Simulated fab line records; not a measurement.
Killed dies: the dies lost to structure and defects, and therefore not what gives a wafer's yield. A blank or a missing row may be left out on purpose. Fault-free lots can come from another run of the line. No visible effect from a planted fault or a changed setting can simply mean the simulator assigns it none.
Comparing a struck lot with a sound one | flow n5Finfet | 15 out of 1938 route steps
Sound: the wafers L806.2, L806.4, L806.6. Wafers L813.1, L813.5, L813.6 were the ones struck. Last of all comes the cause.
At each step with rows: each side's tool, then ch and its chambers, then its first start. Under that, the readings that differ: sound wafers | struck wafers | difference of the means | sigmas: that difference in standard deviations of wafers without a fault.
alike: a reading whose means differ by less than 2 such deviations, as well as words and numbers matching on both sides. not compared: withheld readings; readings where some wafer has no value; bounds like >300 that might hide an equal value; numbers whose values overlap and for which the record gives no deviation.
The two part at a step that has a row with sigmas, a row that says differs or no value, or rows on one side only. Numbers that have no deviation but don't overlap get no sigmas and don't part them. Lack of a reading on every wafer of one side parts them only where that side has two or more wafers.

first, 1 step without rows for these wafers: N5_BEOL_M14_HARDBAKE_14 (time 120 s).
N5_BEOL_M14_CD_MEAS_10: the cd target is 250 nm.
  sound on cdSem-02 ch 0, day 12 04:52; struck on cdSem-03 ch 0, day 13 20:35
  alike: cdNm
N5_BEOL_M14_OVL_MEAS_11:
  sound on overlay-01 ch 0, day 12 04:53; struck on overlay-01 ch 0, day 13 20:37
  alike: V13_OVL
N5_BEOL_M14_INSPECT_12: inspects for defects (macro).
  sound on defectInspect-01 at day 12 04:55; struck on defectInspect-02 at day 13 20:39
  alike: rawDefectCount
N5_BEOL_M14_DESCUM_15: chemistry O2, time 7.9 s.
  sound on rieDiel-06 ch 0,2,3, day 12 05:02; struck on rieDiel-02 ch 0,1, day 13 20:41
  alike: drypumpMotorCurrentA, o2FlowSccm, oesProductAu, rfVppV, showerheadPlenumPTorr, throttleValvePct
  not compared: rfHoursCounterH
N5_BEOL_M14_ETCH_59: etches BARC in N2/H2, target depth 89 nm, overetch 26.7 nm, time 67.9 s.
  sound on rieDiel-06 ch 0,2,3, day 12 05:04; struck on rieDiel-02 ch 0,1, day 13 20:43
reading    | sound             | struck            | difference | sigmas
rfVppV (V) | 522.6 521.7 521.2 | 528.8 529.0 521.1 | +4.5       | +2
  alike: drypumpMotorCurrentA, oesProductAu, showerheadPlenumPTorr, throttleValvePct
  not compared: rfHoursCounterH
N5_BEOL_M14_VIA_ETCH_16: etches SiO2 in C4F8/O2/Ar, target depth 1231.3 nm.
  sound on rieDiel-06 ch 0,2,3, day 12 05:07; struck on rieDiel-02 ch 0,1, day 13 20:46
  alike: C4F8_flow_sccm, drypumpMotorCurrentA, oes_ar_750_au, oesProductAu, rfVppV, showerheadPlenumPTorr, throttleValvePct
N5_BEOL_M14_STRIP_63: strips in O2.
  sound on rieDiel-06 ch 0,2,3; struck on rieDiel-02 ch 0,1
  alike: drypumpMotorCurrentA, o2FlowSccm, oesProductAu, rfVppV, showerheadPlenumPTorr, throttleValvePct
  not compared: rfHoursCounterH
N5_BEOL_M14_STRIP_64: strips in O2.
  sound on rieDiel-06 ch 0,2,3; struck on rieDiel-02 ch 0,1
  alike: drypumpMotorCurrentA, o2FlowSccm, oesProductAu, rfVppV, showerheadPlenumPTorr, throttleValvePct
  not compared: rfHoursCounterH
then, 2 steps without rows for these wafers: N5_BEOL_M14_STRIP_71 (strips in post etch residue remover, time 60 s); N5_BEOL_M14_SRD_72 (time 30 s, dry time 30 s).
N5_BEOL_M14_CD_MEAS_17: the cd target is 250 nm.
  sound on cdSem-03 at day 12 05:28; struck on cdSem-02 at day 13 21:07
  alike: cdNm
N5_BEOL_M14_COAT_65: time 60 s, resist thk 450 nm.
  sound on lithoTrack-03 ch 0, day 12 05:30; struck on lithoTrack-03 ch 0, day 13 21:09
reading               | sound                | struck               | difference | sigmas
heaterPowerTotalW (W) | 500.9 498.5 501.0    | 485.7 483.6 483.4    | -15.9      | -8
plateTempC (C)        | 249.90 249.93 250.04 | 243.81 243.76 243.90 | -6.13      | -41
  alike: chillPlateTempC
then, 1 step without rows for these wafers: N5_BEOL_M14_COAT_66 (time 60 s, resist thk 110 nm).
N5_PASSIVATION_PROBE_49:
  sound on prober-02 at day 13 06:26; struck on prober-01 at day 15 00:39
  alike: defectLimitedYield, killed_at_M0_to_M3, killed_at_M4_up, killedAtContacts, killedAtFrontEnd, killedAtOther, killedDies, killedOpen, killedShort, sort_bin_5_function, sort_bin_6_memory, sortNPass, sortYieldPct

== WHERE THEY PART ==
First at N5_BEOL_M14_ETCH_59; last, within this record, at N5_BEOL_M14_COAT_65. Later steps at which nothing parts them and some readings are alike: N5_PASSIVATION_PROBE_49.

WHY: whatever the simulator had introduced
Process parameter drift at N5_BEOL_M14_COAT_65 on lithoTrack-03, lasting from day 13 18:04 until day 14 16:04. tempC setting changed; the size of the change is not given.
